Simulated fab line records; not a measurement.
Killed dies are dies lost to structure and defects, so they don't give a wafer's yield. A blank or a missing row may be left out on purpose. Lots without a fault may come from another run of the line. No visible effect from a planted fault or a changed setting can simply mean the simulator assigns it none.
fab line records    flow n5Finfet
record lots=6  wafers=18  lastDay=18
route steps=1938 shown BEOL_M14@1761 BEOL_M15@1773 PASSIVATION@1936
lots that met no fault: from a run of the same line without faults
startH: start of the lot's first displayed wafer, in hours after the record's first day    waitH: hours from the lot's prior step to this one    " repeats the value in the row above    L1.1+2: several wafers, shown together as one row    - no value, or no start given    * or withheld: withheld    < > ~ a bound
route shown NAME@n: NAME is a module with steps in the file, n the number in the route of the first one    usual: mean and standard deviation over wafers with no fault    same: alike in all rows    chamber/n: place in a boat    sites: the reading at each site    _std_site: the values' standard deviation    _edge_site: mean of outer sites minus mean of inner sites    radiusMm: for every site, how far away it sits from the centre of the wafer    mask NAME#n: copy n    behind: the most recent tool/chamber to have shaped the wafer    hold: why the lot was held/for how many hours/how that ended    device: transistor that didn't switch, given as n, p or np    end of line: at the end of the route, the tests of the same wafers    for a step that has no rows: nothing shown but its recipe    killed: dies that structure and defects cost at the first sort, which is not the same as the wafer's yield    map: a wafer's dies, marking killed ones x, the rest . and places with no die _
set.NAME: the setting as run; set.NAME@STEP: as run at that earlier step    model.NAME: the simulator's own value behind a step, which no gauge read
certain route steps with their lots: each step a table, each wafer a row
services: from which hour (startH, from the record's first day; less than 0 if before it) a tool's chamber was out of use, for how many hours, and why
## steps
# step N5_BEOL_M14_PRE_CLEAN_42
# recipe gas=H2/He  timeS=30  tempC=300
# usual heaterPowerW=461/39
lot.wafer  tool           chamber  startH  waitH  heaterPowerW
L700.1     pvdSputter-03  -        282.15  0.0    401
L700.2     "              -        "       "      436
L700.5     "              -        "       "      440
L707.2     pvdSputter-03  -        339.30  0.0    486
L707.3     "              -        "       "      441
L707.6     "              -        "       "      493
L714.1     pvdSputter-03  -        398.75  0.0    414
L714.2     "              -        "       "      482
L714.3     "              -        "       "      478
L716.1     pvdSputter-03  -        402.97  0.0    438
L716.2     "              -        "       "      495
L716.3     "              -        "       "      487
L718.4     pvdSputter-01  -        410.48  0.0    429
L718.5     "              -        "       "      476
L718.6     "              -        "       "      388
L719.2     pvdSputter-03  -        411.68  0.0    481
L719.4     "              -        "       "      491
L719.6     "              -        "       "      411
# step N5_BEOL_M14_SPUTTER_43
# recipe material=TaN  targetThkA=150  tempC=50  biasV=168.6  powerW=15000  chamberPressurePa=0.12  timeS=24.19
# step N5_BEOL_M14_SPUTTER_44
# recipe material=Ta  targetThkA=150  tempC=50  biasV=80  powerW=15000  chamberPressurePa=0.07  timeS=24.19
# step N5_BEOL_M14_SPUTTER_45
# recipe material=Cu  targetThkA=1000  tempC=-20  biasV=60  powerW=26000  chamberPressurePa=0.13  timeS=16.67
# usual chuckGasFlowSccm=1.28/0.056  throttleValvePct=30.0/1.1
lot.wafer  tool           chamber  startH  waitH  chuckGasFlowSccm  throttleValvePct
L700.1     pvdSputter-03  -        282.35  0.0    1.25              28.9
L700.2     "              -        "       "      1.28              31.1
L700.5     "              -        "       "      1.18              30.8
L707.2     pvdSputter-03  -        339.50  0.0    1.30              29.4
L707.3     "              -        "       "      1.34              30.8
L707.6     "              -        "       "      1.26              30.2
L714.1     pvdSputter-03  -        398.95  0.0    1.36              29.2
L714.2     "              -        "       "      1.15              29.2
L714.3     "              -        "       "      1.30              30.0
L716.1     pvdSputter-03  -        403.17  0.0    1.32              31.1
L716.2     "              -        "       "      1.27              30.5
L716.3     "              -        "       "      1.33              29.1
L718.4     pvdSputter-01  -        410.68  0.0    1.28              29.5
L718.5     "              -        "       "      1.18              30.7
L718.6     "              -        "       "      1.22              31.3
L719.2     pvdSputter-03  -        411.88  0.0    1.31              29.4
L719.4     "              -        "       "      1.27              30.6
L719.6     "              -        "       "      1.28              29.0
# step N5_BEOL_M14_ECD_47
# recipe material=Cu  targetThkA=12480
# step N5_BEOL_M14_ANNEAL_48
# recipe tempC=225  timeS=90  ambient=N2
# step N5_BEOL_M14_CMP_49
# recipe stopOn=SiO2  tOverpolishS=5.2  downForcePsi=2  platenRpm=80  clearingPlatenDownForcePsi=2  clearingPlatenRpm=80  postCmpClean=cuAlkaline  targetThkNm=560  clearingPlatenPadVelocityMS=1.5917  padVelocityMS=1.5917
# usual barrierFieldEndpointS=11.4/0.32  motorCurrentA=7.8/0.48  overpolishRunS=5.199/0.0092  timeToEndpointS=122/5.1
lot.wafer  tool    chamber  startH  waitH  barrierFieldEndpointS  motorCurrentA  overpolishRunS  timeToEndpointS
L700.1     cmp-02  3        282.96  0.3    11.1                   7.6            5.218           118
L700.2     "       2        "       "      11.2                   7.8            5.199           119
L700.5     "       0        "       "      11.3                   7.7            5.196           125
L707.2     cmp-03  0        340.10  0.2    11.6                   7.6            5.192           128
L707.3     "       1        "       "      11.6                   8.0            5.204           122
L707.6     "       0        "       "      11.8                   7.5            5.168           129
L714.3     cmp-01  0        399.96  0.2    11.3                   7.8            5.201           119
L714.1     "       1        "       "      11.4                   7.6            5.194           120
L714.2     "       3        "       "      11.1                   7.4            5.190           115
L716.1     cmp-02  2        403.77  0.3    11.4                   7.4            5.188           124
L716.3     "       3        "       "      11.3                   7.6            5.202           124
L716.2     "       1        "       "      11.2                   8.0            5.206           120
L718.4     cmp-02  2        411.28  0.1    10.9                   7.8            5.196           122
L718.5     "       2        "       "      10.9                   7.4            5.201           119
L718.6     "       3        "       "      10.9                   7.9            5.188           121
L719.2     cmp-02  3        412.56  0.2    11.0                   7.3            5.217           116
L719.4     "       0        "       "      11.3                   8.1            5.185           123
L719.6     "       3        "       "      11.2                   7.1            5.194           117
# step N5_BEOL_M14_THK_MEAS_50
# recipe thkMeasGauge=xrf  reads=Cu_of_BEOL_M14_ECD_47
# usual M14_THK=584/16
lot.wafer  tool          chamber  startH  waitH  M14_THK[nm]
L700.1     filmMetro-01  -        283.25  -      605
L700.2     "             -        "       "      588
L700.5     "             -        "       "      557
L707.2     filmMetro-02  -        340.40  -      563
L707.3     "             -        "       "      559
L707.6     "             -        "       "      559
L714.1     filmMetro-02  -        400.25  -      566
L714.2     "             -        "       "      556
L714.3     "             -        "       "      603
L716.1     filmMetro-01  -        404.07  -      594
L716.2     "             -        "       "      589
L716.3     "             -        "       "      585
L718.4     filmMetro-01  -        411.58  -      577
L718.5     "             -        "       "      593
L718.6     "             -        "       "      598
L719.2     filmMetro-01  -        412.86  -      595
L719.4     "             -        "       "      598
L719.6     "             -        "       "      592
# step N5_BEOL_M14_PRE_CLEAN_52
# recipe gas=NH3  timeS=15  tempC=withheld  rfPowerW=300
# step N5_BEOL_M14_DEP_53
# recipe material=SiCN  targetThkA=500  tempC=withheld  precursor=3MS/NH3  pressureTorr=3  rfW=675  timeS=17.8
# usual showerheadPlenumPTorr=4.146/0.028  throttleValvePct=17.7/0.43
lot.wafer  tool      chamber  startH  waitH  showerheadPlenumPTorr  sinceWetCleanH  throttleValvePct
L700.1     pecvd-03  2        283.33  0.0    4.111                  228             17.5
L700.2     "         0        "       "      4.145                  987             17.5
L700.5     "         0        "       "      4.125                  -               17.6
L707.2     pecvd-02  0        340.46  0.0    4.160                  1407            17.9
L707.3     "         1        "       "      4.159                  2132            17.7
L707.6     "         1        "       "      4.162                  -               17.4
L714.1     pecvd-03  1        400.31  0.0    4.160                  1829            18.0
L714.2     "         2        "       "      4.099                  345             17.8
L714.3     "         0        "       "      4.129                  1104            17.7
L716.1     pecvd-03  0        404.13  0.0    4.133                  1108            17.5
L716.2     "         2        "       "      4.114                  349             17.9
L716.3     "         1        "       "      4.160                  1833            17.7
L718.4     pecvd-03  0        411.65  0.0    4.139                  -               17.7
L718.5     "         1        "       "      4.160                  -               17.7
L718.6     "         2        "       "      4.103                  -               17.8
L719.2     pecvd-03  0        412.92  0.0    4.140                  1117            17.6
L719.4     "         2        "       "      4.108                  -               18.3
L719.6     "         0        "       "      4.138                  -               17.5
# step N5_BEOL_M14_RS_MEAS_54
# recipe thkMeasGauge=four-point-probe  reads=Cu_of_BEOL_M14_ECD_47+Ta_of_BEOL_M14_SPUTTER_44+TaN_of_BEOL_M14_SPUTTER_43
# usual M14_RS=0.0330/0.00089
lot.wafer  tool          chamber  startH  waitH  M14_RS[ohm/sq]
L700.1     filmMetro-02  -        283.41  0.1    0.0317
L700.2     "             -        "       "      0.0329
L700.5     "             -        "       "      0.0344
L707.2     filmMetro-02  -        340.53  0.1    0.0344
L707.3     "             -        "       "      0.0344
L707.6     "             -        "       "      0.0347
L714.1     filmMetro-02  -        400.38  0.0    0.0342
L714.2     "             -        "       "      0.0347
L714.3     "             -        "       "      0.0322
L716.1     filmMetro-01  -        404.20  0.0    0.0325
L716.2     "             -        "       "      0.0328
L716.3     "             -        "       "      0.0329
L718.4     filmMetro-01  -        411.70  0.0    0.0338
L718.5     "             -        "       "      0.0328
L718.6     "             -        "       "      0.0327
L719.2     filmMetro-02  -        412.99  0.1    0.0326
L719.4     "             -        "       "      0.0325
L719.6     "             -        "       "      0.0327
# step N5_BEOL_M14_INSPECT_55
# recipe inspectInstrument=darkfield  mode=postDep
# usual rawDefectCount=71/25
lot.wafer  tool              chamber  startH  waitH  rawDefectCount
L700.1     defectInspect-02  -        283.43  0.0    74
L700.2     "                 -        "       "      63
L700.5     "                 -        "       "      80
L707.2     defectInspect-01  -        340.65  0.1    67
L707.3     "                 -        "       "      83
L707.6     "                 -        "       "      71
L714.1     defectInspect-01  -        400.40  0.0    66
L714.2     "                 -        "       "      66
L714.3     "                 -        "       "      89
L716.1     defectInspect-01  -        404.23  0.0    63
L716.2     "                 -        "       "      38
L716.3     "                 -        "       "      89
L718.4     defectInspect-02  -        411.73  0.0    62
L718.5     "                 -        "       "      85
L718.6     "                 -        "       "      102
L719.2     defectInspect-01  -        413.01  0.0    70
L719.4     "                 -        "       "      124
L719.6     "                 -        "       "      88
# step N5_BEOL_M15_ILD_DEP_00
# recipe material=SiO2  targetThkA=16293  tempC=400  precursor=TEOS/O2  pressureTorr=6.5  rfW=900  teosFlowSccm=161.4  gas=O2  flowSccm=2650  timeS=346.1
# usual heaterPowerW=518/99  showerheadPlenumPTorr=8.34/0.05  throttleValvePct=18.4/0.78
lot.wafer  tool      chamber  startH  waitH  heaterPowerW  showerheadPlenumPTorr  sinceWetCleanH  throttleValvePct
L700.1     pecvd-04  2        283.47  0.0    559           8.38                   644             18.0
L700.2     "         0        "       "      404           8.39                   806             19.5
L700.5     "         1        "       "      508           8.33                   -               19.0
L707.2     pecvd-03  1        340.70  0.0    613           8.36                   1770            18.3
L707.3     "         2        "       "      649           8.25                   -               18.1
L707.6     "         1        "       "      576           8.33                   -               18.4
L714.1     pecvd-03  1        400.44  0.0    709           8.34                   1829            18.3
L714.2     "         2        "       "      588           8.23                   345             18.4
L714.3     "         0        "       "      482           8.33                   1104            18.2
L716.1     pecvd-01  2        404.26  0.0    448           8.29                   535             18.3
L716.2     "         1        "       "      537           8.32                   2014            19.3
L716.3     "         0        "       "      602           8.41                   1289            17.0
L718.4     pecvd-03  0        411.87  0.1    399           8.30                   -               17.8
L718.5     "         2        "       "      510           8.24                   -               18.5
L718.6     "         1        "       "      583           8.36                   -               18.5
L719.2     pecvd-01  1        413.05  0.0    563           8.32                   2023            18.8
L719.4     "         1        "       "      433           8.31                   -               19.1
L719.6     "         2        "       "      379           8.29                   -               18.4
# step N5_BEOL_M15_THK_MEAS_01
# recipe reads=SiO2_of_BEOL_M15_ILD_DEP_00
# usual M15_ILD_THK=1628/22
lot.wafer  tool          chamber  startH  waitH  M15_ILD_THK[nm]
L700.1     filmMetro-01  -        283.72  0.1    1603
L700.2     "             -        "       "      1616
L700.5     "             -        "       "      1617
L707.2     filmMetro-02  -        341.06  0.3    1622
L707.3     "             -        "       "      1612
L707.6     "             -        "       "      1634
L714.1     filmMetro-02  -        400.69  0.1    1640
L714.2     "             -        "       "      1619
L714.3     "             -        "       "      1632
L716.1     filmMetro-02  -        404.51  0.1    1616
L716.2     "             -        "       "      1590
L716.3     "             -        "       "      1586
L718.4     filmMetro-01  -        412.02  0.0    1650
L718.5     "             -        "       "      1639
L718.6     "             -        "       "      1656
L719.2     filmMetro-01  -        413.31  0.2    1596
L719.4     "             -        "       "      1623
L719.6     "             -        "       "      1649
# step N5_BEOL_M15_COAT_58
# recipe resist=BARC  tempC=205  timeS=60  spinRpm=1500  resistThkNm=89
# step N5_BEOL_M15_COAT_04
# recipe spinRpm=1704  resistThkNm=800
# step N5_BEOL_M15_EBR_06
# recipe solvent=PGMEA  ebrWidthMm=1.5
# step N5_BEOL_M15_SOFTBAKE_05
# recipe tempC=130  timeS=60
# step N5_BEOL_M15_EXPOSE_07
# recipe maskId=V14  na=0.8  sourceShape=annular  sigmaInner=0.5  sigmaOuter=0.8  polarization=unpolarized  attpsmPhaseDeg=180  doseMj=41.25
# step N5_BEOL_M15_PEB_08
# recipe pebTempC=130  pebTimeS=90
# step N5_BEOL_M15_DEVELOP_09
# recipe developTimeS=45  rinseLiquid=diw  dry=airSpin  devTempC=21
# step N5_BEOL_M15_HARDBAKE_14
# recipe tempC=130  timeS=120
# step N5_BEOL_M15_CD_MEAS_10
# recipe targetCdNm=360  landingEnergyEv=500  detector=seInlens  polarity=opening
# usual cdNm=360.7/1.8
lot.wafer  tool      chamber  startH  waitH  cdNm
L700.1     cdSem-02  0        284.15  -      365.1
L700.2     "         0        "       "      360.2
L700.5     "         0        "       "      360.2
L707.2     cdSem-01  0        341.49  -      362.5
L707.3     "         0        "       "      361.1
L707.6     "         0        "       "      359.3
L714.1     cdSem-02  0        401.00  -      361.6
L714.2     "         0        "       "      360.0
L714.3     "         0        "       "      359.8
L716.1     cdSem-01  0        404.94  -      359.1
L716.2     "         0        "       "      360.0
L716.3     "         0        "       "      362.4
L718.4     cdSem-03  0        412.45  -      360.7
L718.5     "         0        "       "      360.7
L718.6     "         0        "       "      363.5
L719.2     cdSem-01  0        413.74  -      360.7
L719.4     "         0        "       "      361.4
L719.6     "         0        "       "      362.6
# step N5_BEOL_M15_OVL_MEAS_11
# recipe pointsPerWafer=44
# usual V14_OVL=1/5.6
lot.wafer  tool        chamber  startH  waitH  V14_OVL[nm]
L700.1     overlay-01  0        284.18  0.0    -9
L700.2     "           0        "       "      -3
L700.5     "           0        "       "      -6
L707.2     overlay-02  0        341.52  0.0    6
L707.3     "           0        "       "      -2
L707.6     "           0        "       "      -4
L714.1     overlay-02  0        401.03  0.0    -11
L714.2     "           0        "       "      -8
L714.3     "           0        "       "      -8
L716.1     overlay-02  0        404.97  0.0    -1
L716.2     "           0        "       "      -7
L716.3     "           0        "       "      -4
L718.4     overlay-02  0        412.48  0.0    -2
L718.5     "           0        "       "      0
L718.6     "           0        "       "      2
L719.2     overlay-02  0        413.78  0.0    -3
L719.4     "           0        "       "      2
L719.6     "           0        "       "      4
# step N5_BEOL_M15_INSPECT_12
# recipe mode=adi  inspectInstrument=macro
# usual rawDefectCount=2.1/1.5
lot.wafer  tool              chamber  startH  waitH  rawDefectCount
L700.1     defectInspect-02  -        284.21  0.0    0
L700.2     "                 -        "       "      1
L700.5     "                 -        "       "      2
L707.2     defectInspect-02  -        341.54  0.0    3
L707.3     "                 -        "       "      6
L707.6     "                 -        "       "      0
L714.1     defectInspect-01  -        401.05  0.0    239
L714.2     "                 -        "       "      264
L714.3     "                 -        "       "      267
L716.1     defectInspect-02  -        404.99  0.0    2
L716.2     "                 -        "       "      4
L716.3     "                 -        "       "      3
L718.4     defectInspect-02  -        412.50  0.0    256
L718.5     "                 -        "       "      262
L718.6     "                 -        "       "      258
L719.2     defectInspect-01  -        413.80  0.0    3
L719.4     "                 -        "       "      1
L719.6     "                 -        "       "      2
# step N5_BEOL_M15_DESCUM_15
# recipe chemistry=O2  timeS=7.9  sourcePowerW=50  biasPowerW=20  pressureMtorr=20  rfFrequencyHz=2.712e+07  tempC=40  o2FlowSccm=225
# usual chamberPressureMTorr=19.999/0.019  drypumpMotorCurrentA=5.6/0.39  oesProductAu=0.78/0.081  rfVppV=242.9/1.2  showerheadPlenumPTorr=2.07/0.055  throttleValvePct=20.40/0.21
lot.wafer  tool        chamber  startH  waitH  chamberPressureMTorr  drypumpMotorCurrentA  oesProductAu  rfHoursCounterH  rfVppV  showerheadPlenumPTorr  throttleValvePct
L700.1     rieDiel-05  2        284.24  0.0    19.999                6.2                   0.81          84               242.6   2.12                   20.20
L700.2     "           1        "       "      19.999                5.6                   0.69          238              244.4   2.14                   20.34
L700.5     "           2        "       "      20.032                6.2                   0.81          -                244.7   2.12                   20.19
L707.2     rieDiel-06  3        341.58  0.0    20.004                5.7                   0.68          230              245.3   2.16                   20.69
L707.3     "           2        "       "      20.019                5.6                   0.70          224              244.7   2.15                   20.50
L707.6     "           0        "       "      20.021                5.1                   0.76          -                241.9   2.00                   20.68
L714.1     rieDiel-05  1        401.09  0.0    19.996                5.6                   0.91          16               243.7   2.13                   20.15
L714.2     "           2        "       "      20.022                6.2                   0.77          122              243.8   2.11                   20.25
L714.3     "           3        "       "      20.012                5.1                   0.86          46               242.7   2.04                   20.47
L716.1     rieDiel-05  0        405.03  0.0    19.986                5.2                   0.78          147              241.5   2.01                   20.16
L716.2     "           2        "       "      19.974                6.2                   0.78          123              242.6   2.11                   20.26
L716.3     "           3        "       "      19.986                5.1                   0.86          47               243.3   2.04                   20.47
L718.4     rieDiel-02  1        412.53  0.0    19.993                5.6                   0.77          116              240.5   2.01                   20.48
L718.5     "           3        "       "      20.036                5.6                   0.82          -                242.1   2.02                   20.20
L718.6     "           0        "       "      19.985                5.1                   0.66          -                243.2   2.14                   20.82
L719.2     rieDiel-02  1        414.02  0.2    19.965                5.6                   0.77          117              241.9   2.01                   20.48
L719.4     "           1        "       "      19.979                5.6                   0.77          -                240.9   2.01                   20.49
L719.6     "           2        "       "      19.992                6.0                   0.69          -                240.9   2.08                   20.54
# step N5_PASSIVATION_PROBE_49
# usual defectLimitedYield=91.0/1.5  killed_at_M0_to_M3=35/11  killed_at_M4_up=13/5  killedAtContacts=12/5.9  killedAtFrontEnd=42/13  killedAtOther=3/3.2  killedDies=106/18  killedOpen=69/13  killedShort=35/8.9  sort_bin_5_function=5.2/0.95  sort_bin_6_memory=3.3/0.71  sortNPass=1074/18  sortYieldPct=91.0/1.5
# same grossDies=1180  killedAtBackSide=0  sort_bin_4_leakage[%]=0  sort_bin_8_speed[%]=0
lot.wafer  tool       chamber  startH  waitH  defectLimitedYield[%]  killed_at_M0_to_M3  killed_at_M4_up  killedAtContacts  killedAtFrontEnd  killedAtOther  killedDies  killedOpen  killedShort  sort_bin_5_function[%]  sort_bin_6_memory[%]  sortNPass  sortYieldPct[%]
L714.1     prober-02  -        420.42  0.0    84.9                   35                  92               10                38                3              178         61          29           9.4                     4.8                   1002       84.9
L714.2     prober-02  -        420.47  0.1    89.0                   53                  43               1                 31                2              130         53          37           6.8                     3.3                   1050       89.0
L714.3     prober-02  -        420.52  0.1    85.2                   40                  90               12                32                1              175         66          34           9.7                     4.0                   1005       85.2
L718.4     prober-02  -        434.28  0.2    84.2                   30                  88               7                 46                15             186         81          36           9.7                     4.7                   994        84.2
L718.5     prober-02  -        434.33  0.2    88.5                   26                  49               8                 41                12             136         76          22           6.7                     3.9                   1044       88.5
L718.6     prober-02  -        434.38  0.3    84.5                   26                  111              3                 38                5              183         48          32           10.3                    3.5                   997        84.5
# killed by level:class
L714.1 BEOL_M15:unspecified=87 FIN_SAQP:geometricParticle:open=10 BEOL_M3:geometricParticle:open=9 MOL_CONTACT_COAG:geometricParticle:open=8 BEOL_M1:geometricParticle:open=8 BEOL_M0_SAQP:geometricParticle:open=7 DUMMY_GATE:geometricParticle:open=6 GATE_CUT:geometricParticle:short=5
L714.2 BEOL_M15:unspecified=38 BEOL_M0_SAQP:geometricParticle:short=19 BEOL_M3:geometricParticle:open=13 BEOL_M0_SAQP:geometricParticle:open=11 FIN_SAQP:geometricParticle:open=7 FIN_SAQP:geometricParticle:short=6 STI_FIN_REVEAL:geometricParticle:open=5 BEOL_M1:geometricParticle:open=4
L714.3 BEOL_M15:unspecified=74 BEOL_M0_SAQP:geometricParticle:short=11 MOL_CONTACT_COAG:geometricParticle:open=8 FIN_SAQP:geometricParticle:open=7 BEOL_M3:geometricParticle:open=7 BEOL_M0_SAQP:geometricParticle:open=7 GATE_CUT:geometricParticle:open=6 BEOL_M1:geometricParticle:open=6
L718.4 BEOL_M15:unspecified=69 BEOL_M0_SAQP:geometricParticle:open=12 BEOL_M4:geometricParticle:open=11 FIN_SAQP:geometricParticle:open=9 STI_FIN_REVEAL:geometricParticle:open=9 BEOL_M0_SAQP:geometricParticle:short=7 GATE_CUT:geometricParticle:short=6 FIN_SAQP:geometricParticle:short=5
L718.5 BEOL_M15:unspecified=37 FIN_SAQP:geometricParticle:open=19 BEOL_M0_SAQP:geometricParticle:open=8 BEOL_M4:geometricParticle:open=8 MOL_CONTACT_COAG:geometricParticle:open=7 BEOL_M3:geometricParticle:open=6 GATE_CUT:geometricParticle:open=5 BEOL_M0_SAQP:geometricParticle:short=5
L718.6 BEOL_M15:unspecified=95 BEOL_M4:geometricParticle:open=9 GATE_CUT:geometricParticle:short=8 STI_FIN_REVEAL:geometricParticle:open=8 HKMG_FIN:areaEtch=6 FIN_SAQP:geometricParticle:open=5 BEOL_M0_SAQP:geometricParticle:short=5 BEOL_M0_SAQP:geometricParticle:open=4
# map L714.1 (x killed, . not)
_________________........x...________________
______________.................x_____________
___________...x.......x..x.........__________
__________..........x..............._________
________x...x................x........_______
_______............x...................______
______x...............xx..x............._____
_____.x............................x.....____
____.........x.....x....x........x....x...___
___.........x..............x............x..__
___......x...................x.............__
__..x...........x....................xx....._
__..x......................................._
_.x...........x......................x.......
_....x...........x...............x..........x
_.......x.......x...x.........x..............
_x......x.x...x........x..............x......
_x..xx.........x..x...xx.xx..........x.......
_....x.........xxxxxxxxx.xx...x.x.......x....
_................xxxxxxxxxx......x...........
_......x.......xxxxxxxxxxx...x....x..........
__...x..x.....x.xxxxxxxxxx....x...x........._
__...x.....x...xxxxxxxxxx.x..............x.._
___.........x.x..xxxxxxxx.x................__
___..x.....x......xxxxxxx..................__
____...........x.x.xx.xxx................x___
_____.......xx...xxxx.x.x.........x......____
______..............x.............xx...._____
_______.x........x....x................______
________...........x...x.x.....x..x..._______
__________x........................._________
___________...............x........__________
______________..........x......._____________
_________________............________________
# map L718.4 (x killed, . not)
_________________.......x..xx________________
______________........xx....xxxx_____________
___________...........x...xxxxxxxxx__________
__________.............x..xxxxxxxxxx_________
________....x............xxxxxxxxxxxx._______
_______............x.x....x.xxxxxxxxx..______
______...x.........x.x.x..xxxxxxxxxxx..._____
_____x......x.....x..x.x....xxx.x.xxx..x.____
____..x..x.x...x..............x.x..x..xx..___
___x.x.......x............xxx..............__
___......x.......x..........xx...x.........__
__....................x....x...xx.........x._
__xx........................................_
_..x.......x.....................x...........
_........x..........................x........
_..x....................xx........x..........
_..............x.............x......xx.......
_..x...x....x...........x......x..........x..
_x.....x....x...x........xx...............x..
_..x.............x.x....xx....x...........x..
_..x....................................x.x..
__.................x..............x......xx._
__....x..........x..x.....................x._
___..x.........x.......x...................__
___...........x.x.....x....................__
____..x..x.x.....................x........___
_____........................x.x.......x.____
______..........x..............x........_____
_______..........xx.x.x..x..xx....x..x.______
________.x..............x............x_______
__________.....x..x................._________
___________.............x...x....x.__________
______________.................._____________
_________________............________________
## services
tool           chamber  startH  hours  kind
rieDiel-05     2        260.27  5.0    repair
pvdSputter-01  -        264.67  2.1    repair
cmp-03         -        265.54  4.3    pm
rieDiel-02     0        271.01  5.8    repair
pecvd-03       1        278.44  12.3   repair
rieDiel-06     -        295.07  0.1    repair
pecvd-02       -        299.94  5.5    pm
pecvd-03       0        300.65  12.7   repair
pecvd-01       0        310.77  1.8    repair
rieDiel-05     3        319.91  10.7   repair
pecvd-04       1        321.81  5.6    repair
pecvd-02       -        323.14  0.7    repair
pecvd-01       -        326.53  0.5    repair
rieDiel-02     1        328.63  4.6    repair
pecvd-01       -        330.65  0.3    repair
pecvd-01       -        332.47  1.4    repair
cmp-01         -        334.09  4.0    pm
rieDiel-02     0        358.37  6.8    repair
rieDiel-05     -        361.43  1.6    repair
rieDiel-02     -        370.37  2.8    pm
cmp-02         -        371.86  1.0    repair
cmp-03         -        395.81  1.4    repair
pecvd-04       -        398.81  2.8    pm
rieDiel-06     1        410.30  9.1    repair
## key
firstSign step=N5_BEOL_M15_INSPECT_12  reading=rawDefectCount  direction=up  sigmas=99+  usual=2.1  struck=257.7
effect step=N5_PASSIVATION_PROBE_49  reading=killed_at_M4_up  direction=up  sigmas=13  usual=13  struck=79
moreKillsBornAt N5_BEOL_M15_ILD_DEP_00@pecvd-03=400
metAt N5_BEOL_M15_ILD_DEP_00
struckWafers L714.1,L714.2,L714.3,L718.4,L718.5,L718.6
onsetBetween 340.70 400.44
fault kind=chamberParticleSource  tool=pecvd-03  chamber=-  onsetH=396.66  steps=N5_BEOL_M15_ILD_DEP_00  ratePerVisitCm2=0.39417  endH=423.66
